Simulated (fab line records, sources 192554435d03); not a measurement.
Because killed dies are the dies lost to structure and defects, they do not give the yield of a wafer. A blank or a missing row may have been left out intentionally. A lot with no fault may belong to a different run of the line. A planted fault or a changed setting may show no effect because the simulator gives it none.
Lot-split experiment || flow n5_finfet || 7 lots, 21 wafers read, on a route of 1938 steps

THE SPLIT ITSELF
At N5_FIN_SAQP_SPACER1_ALD_24 (deposits SiO2, target thk 20.3 nm, pulse time 1 s, purge time 2 s), the setting ald_cycles was moved away from the recipe's 218 on 8 of the 21 wafers read, by -10.1% to +9.6%. All remaining wafers had this setting at the recipe value.

FROM THE SPLIT TO THE READING: what the file shows between them, 2 steps
- N5_FIN_SAQP_SPACER1_ETCHBACK_25: etches SiO2 in CHF3/O2, target depth 24.4 nm, time 12.2 s
- N5_FIN_SAQP_MANDREL1_REMOVE_56: chemistry HBr/Cl2/O2, target a-Si, stops on SiNx, bt time 10 s

THE READING
cd_nm (nm) at N5_FIN_SAQP_CD_MEAS_27, where the cd target is 20 nm. Typical for fault-free wafers on this fab line: 20.25 nm, with standard deviation 0.25 nm.

{"wafer": "L074.3", "tool, chamber at the split": "ald_sin-03, 3", "ald_cycles as run": 218, "against the recipe": "recipe", "cd_nm, nm": 20.47, "against lot-mates on the recipe": "-"}
{"wafer": "L074.5", "tool, chamber at the split": "ald_sin-03, 3,1", "ald_cycles as run": 231, "against the recipe": "+6.0%", "cd_nm, nm": 21.23, "against lot-mates on the recipe": "+0.76"}
{"wafer": "L074.6", "tool, chamber at the split": "ald_sin-03, 3,1", "ald_cycles as run": 231, "against the recipe": "+6.0%", "cd_nm, nm": 21.60, "against lot-mates on the recipe": "+1.13"}
{"wafer": "L076.1", "tool, chamber at the split": "ald_sin-03, 3,2", "ald_cycles as run": 218, "against the recipe": "recipe", "cd_nm, nm": 20.66, "against lot-mates on the recipe": "-"}
{"wafer": "L076.2", "tool, chamber at the split": "ald_sin-03, 3,2", "ald_cycles as run": 218, "against the recipe": "recipe", "cd_nm, nm": 20.83, "against lot-mates on the recipe": "-"}
{"wafer": "L076.5", "tool, chamber at the split": "ald_sin-03, 3", "ald_cycles as run": 218, "against the recipe": "recipe", "cd_nm, nm": 20.44, "against lot-mates on the recipe": "-"}
{"wafer": "L081.1", "tool, chamber at the split": "ald_sin-01, 1", "ald_cycles as run": 204, "against the recipe": "-6.4%", "cd_nm, nm": 18.46, "against lot-mates on the recipe": -1.93}
{"wafer": "L081.2", "tool, chamber at the split": "ald_sin-01, 0", "ald_cycles as run": 218, "against the recipe": "recipe", "cd_nm, nm": 20.39, "against lot-mates on the recipe": "-"}
{"wafer": "L081.6", "tool, chamber at the split": "ald_sin-01, 2", "ald_cycles as run": 204, "against the recipe": "-6.4%", "cd_nm, nm": 18.68, "against lot-mates on the recipe": -1.71}
{"wafer": "L083.1", "tool, chamber at the split": "ald_sin-02, 0", "ald_cycles as run": 218, "against the recipe": "recipe", "cd_nm, nm": 20.34, "against lot-mates on the recipe": "-"}
{"wafer": "L083.3", "tool, chamber at the split": "ald_sin-02, 3,2", "ald_cycles as run": 218, "against the recipe": "recipe", "cd_nm, nm": 20.14, "against lot-mates on the recipe": "-"}
{"wafer": "L083.4", "tool, chamber at the split": "ald_sin-02, 3,2", "ald_cycles as run": 218, "against the recipe": "recipe", "cd_nm, nm": 20.35, "against lot-mates on the recipe": "-"}
{"wafer": "L086.2", "tool, chamber at the split": "ald_sin-03, 2", "ald_cycles as run": 239, "against the recipe": "+9.6%", "cd_nm, nm": 22.06, "against lot-mates on the recipe": "+1.81"}
{"wafer": "L086.5", "tool, chamber at the split": "ald_sin-03, 2,3", "ald_cycles as run": 218, "against the recipe": "recipe", "cd_nm, nm": 20.22, "against lot-mates on the recipe": "-"}
{"wafer": "L086.6", "tool, chamber at the split": "ald_sin-03, 2,3", "ald_cycles as run": 218, "against the recipe": "recipe", "cd_nm, nm": 20.28, "against lot-mates on the recipe": "-"}
{"wafer": "L087.3", "tool, chamber at the split": "ald_sin-02, 1,2,3", "ald_cycles as run": 218, "against the recipe": "recipe", "cd_nm, nm": 20.60, "against lot-mates on the recipe": "-"}
{"wafer": "L087.4", "tool, chamber at the split": "ald_sin-02, 1,2,3", "ald_cycles as run": 218, "against the recipe": "recipe", "cd_nm, nm": 20.90, "against lot-mates on the recipe": "-"}
{"wafer": "L087.5", "tool, chamber at the split": "ald_sin-02, 1,2,3", "ald_cycles as run": 218, "against the recipe": "recipe", "cd_nm, nm": 20.55, "against lot-mates on the recipe": "-"}
{"wafer": "L092.1", "tool, chamber at the split": "ald_sin-01, 0,0,1", "ald_cycles as run": 196, "against the recipe": "-10.1%", "cd_nm, nm": 18.16, "against lot-mates on the recipe": "no lot-mate on the recipe"}
{"wafer": "L092.5", "tool, chamber at the split": "ald_sin-01, 0,0,1", "ald_cycles as run": 196, "against the recipe": "-10.1%", "cd_nm, nm": 18.07, "against lot-mates on the recipe": "no lot-mate on the recipe"}
{"wafer": "L092.6", "tool, chamber at the split": "ald_sin-01, 0,0,1", "ald_cycles as run": 196, "against the recipe": "-10.1%", "cd_nm, nm": 17.91, "against lot-mates on the recipe": "no lot-mate on the recipe"}
When a row names more than one chamber, that row covers several wafers, and the file does not tell which wafer ran in which chamber.

FIT RESULTS
A straight line over all 21 wafers: cd_nm changes by +0.22 nm for each +1% of ald_cycles; r = +0.97; the points scatter about the line by 0.28 nm.
The same after taking each lot's own level away (the mean of its wafers on the recipe; 18 wafers): +0.215 nm for each +1%; r = +0.97; scatter 0.22 nm.
The reading moves by 2.2 nm for the largest change in ald_cycles, on that fit.
From 20.250 to 20.683 nm: that is the span of the lots' own levels, equal to 1.7 times the standard deviation above.
Consequently the slope shifts little with the lot-to-lot level, the two slopes agreeing.
Check: for one of the wafers moved furthest among these (+9.6%), held out of the fit, the line's prediction against its lot-mates is +2.08 nm. It came out at +1.81 nm against them.

FURTHER SPLITS ON THESE WAFERS
Note: prior to the reading, these wafers also went through further splits. Each is held against what the fit with the lots' levels taken away leaves over:
{"other split on the same wafers": "N5_PMOS_HMC_CHANNEL_EPI_HM_DEP_34 time_s", "wafers away from the commonest value": 7, "r with cd_nm (lot level and that fit taken away)": "+0.08"}
{"other split on the same wafers": "N5_PMOS_HMC_CHANNEL_EPI_ETCH_32 bias_w", "wafers away from the commonest value": 3, "r with cd_nm (lot level and that fit taken away)": -0.28}

THE WHOLE CHAIN: every reading that the file lists as answering this split, in the file's order
{"step": "N5_FIN_SAQP_SPACER1_ALD_24", "what it does": "deposits SiO2, target thk 20.3 nm, pulse time 1 s, purge time 2 s", "reading": "SiO2_of_FIN_SAQP_SPACER1_ALD_24.thk_nm (the simulator's own value, which no gauge read)", "change (the file's fit)": "+0.216 nm for each +1% of the setting", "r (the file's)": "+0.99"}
{"step": "N5_FIN_SAQP_MANDREL1_REMOVE_56", "what it does": "chemistry HBr/Cl2/O2, target a-Si, stops on SiNx, bt time 10 s", "reading": "FIN_SAQP.cd_nm (the simulator's own value, which no gauge read)", "change (the file's fit)": "+0.22 nm for each +1% of the setting", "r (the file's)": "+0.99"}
{"step": "N5_FIN_SAQP_CD_MEAS_27", "what it does": "target cd 20 nm", "reading": "cd_nm", "change (the file's fit)": "+0.205 nm for each +1% of the setting", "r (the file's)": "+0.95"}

FILE'S OWN FIT
cd_nm changes by +0.205 nm for each +1% of ald_cycles, r = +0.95.
